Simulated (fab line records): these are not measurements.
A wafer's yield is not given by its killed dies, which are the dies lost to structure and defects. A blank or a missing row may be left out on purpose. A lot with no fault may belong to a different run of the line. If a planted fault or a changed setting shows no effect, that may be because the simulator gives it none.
What tool caused it? / flow n5Finfet / 31 wafers from 11 lots sampled at 2 of the route's 1938 steps

## WHAT THE GAUGES READ, wafer by wafer
N5_BEOL_M1_THK_MEAS_53: measures by xrf.
lot=L192; measured=day 6 14:04; on=filmMetro-01; M1_THK (nm)=40.0 41.2 41.9
lot=L193; measured=day 7 00:15; on=filmMetro-02; M1_THK (nm)=37.7 38.5 40.3
lot=L197; measured=day 8 00:21; on=filmMetro-02; M1_THK (nm)=39.5 40.9 41.0
lot=L198; measured=day 8 09:19; on=filmMetro-01; M1_THK (nm)=39.3 37.9 41.8
lot=L200; measured=day 8 19:58; on=filmMetro-02; M1_THK (nm)=39.8 40.1 42.1
lot=L201; measured=day 9 04:49; on=filmMetro-02; M1_THK (nm)=37.4 41.4 39.4
lot=L202; measured=day 9 09:31; on=filmMetro-02; M1_THK (nm)=39.4 40.6 41.3
lot=L204; measured=day 9 18:41; on=filmMetro-01; M1_THK (nm)=41.1 38.5 42.1
lot=L206; measured=day 10 04:09; on=filmMetro-01; M1_THK (nm)=37.0 38.9
lot=L207; measured=day 10 11:17; on=filmMetro-02; M1_THK (nm)=40.9 41.0
lot=L214; measured=day 12 18:47; on=filmMetro-01; M1_THK (nm)=36.9 35.8 38.7

## EACH LOT AND THE TOOL THAT RAN IT (in order: tool; ch and the chambers of the sampled wafers; start)
lot=L192; N5_BEOL_M1_SPUTTER_90=pvdSputter-03, day 6 12:37
lot=L193; N5_BEOL_M1_SPUTTER_90=pvdSputter-02, day 6 22:23
lot=L197; N5_BEOL_M1_SPUTTER_90=pvdSputter-01, day 7 19:31
lot=L198; N5_BEOL_M1_SPUTTER_90=pvdSputter-02, day 8 05:10
lot=L200; N5_BEOL_M1_SPUTTER_90=pvdSputter-02, day 8 14:56
lot=L201; N5_BEOL_M1_SPUTTER_90=pvdSputter-01, day 9 00:43
lot=L202; N5_BEOL_M1_SPUTTER_90=pvdSputter-01, day 9 05:37
lot=L204; N5_BEOL_M1_SPUTTER_90=pvdSputter-03, day 9 14:11
lot=L206; N5_BEOL_M1_SPUTTER_90=pvdSputter-03, day 9 23:58
lot=L207; N5_BEOL_M1_SPUTTER_90=pvdSputter-03, day 10 08:15
lot=L214; N5_BEOL_M1_SPUTTER_90=pvdSputter-01, day 12 17:18
- N5_BEOL_M1_SPUTTER_90: material Cu, target thk 4.5 nm, time 8.29 s.

## THE ANSWER, worked out from the rows above alone
Rule: the lots themselves supply what counts as usual. The widest of any qualifying gaps counts: lots, ordered by their means at a reading, are off when they make up no more than a third of the lots, leave a main group of 4 or more, and stand apart from it by 3 or more times the standard deviation of that group's means. The tables above print the reading to a certain number of digits; a main group whose means all agree to those digits is not used. A lot without any number at a reading at which 4 lots or more have one is off too. The other lots that the step has rows for count as sound.
No lot is off at any reading shown: from this, nothing can be told.

## WHAT THE SIMULATOR HAD INSERTED
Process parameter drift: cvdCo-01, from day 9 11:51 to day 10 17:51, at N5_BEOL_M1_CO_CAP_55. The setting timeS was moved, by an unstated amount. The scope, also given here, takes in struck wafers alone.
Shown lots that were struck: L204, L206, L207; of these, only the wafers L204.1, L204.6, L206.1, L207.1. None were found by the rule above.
